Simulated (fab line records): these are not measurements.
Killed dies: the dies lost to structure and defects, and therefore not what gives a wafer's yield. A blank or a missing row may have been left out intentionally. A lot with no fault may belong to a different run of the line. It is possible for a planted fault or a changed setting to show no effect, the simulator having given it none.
Matching of chambers -- flow n5-finfet -- 4 sister chambers for N5_BEOL_M0_ALD_136 on ald-metal-02
The step deposits TaN, pulse time 2 s, purge time 3 s, co reactant purge time 2 s. 4 wafers are shown with their chamber, then 7 later ones without.

WAFERS, EACH WITH ITS CHAMBER
wafer,chamber,heater-power-w (W)
L081.1,1,380
L083.5,2,438
L086.1,0,396
L086.2,3,395

WAFERS MISSING THEIR CHAMBER
wafer,heater-power-w (W)
L086.5,422
L088.2,404
L088.3,380
L088.5,382
L089.1,433
L089.2,402
L089.4,406

CHAMBER TAKEN BY EACH
wafer,from the rows above,in truth
L086.5,can't be placed: 2 or 0 or 3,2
L088.2,can't be placed: 0 or 3 or 1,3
L088.3,can't be placed: 1 or 3 or 0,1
L088.5,can't be placed: 1 or 3 or 0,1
L089.1,2,2
L089.2,can't be placed: 0 or 3 or 1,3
L089.4,can't be placed: 0 or 3 or 1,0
Correct placement for 1 of the 7. Unplaceable from these rows: 6, with the true chamber sitting among the candidates in 6. Number placed wrongly: 0.
How it was worked out, from the rows above alone: a wafer's distance from a chamber is the root of the sum, over the readings, of the square of ((its reading less the chamber's mean) divided by the reading's scatter). The wafer belongs to the nearest chamber; if the next one is less than 2 further off, it can't be placed. A chamber's mean is the mean of its shown wafers. The scatter: root of mean squared gap, hidden wafer to nearest shown wafer, with one shown wafer a chamber.
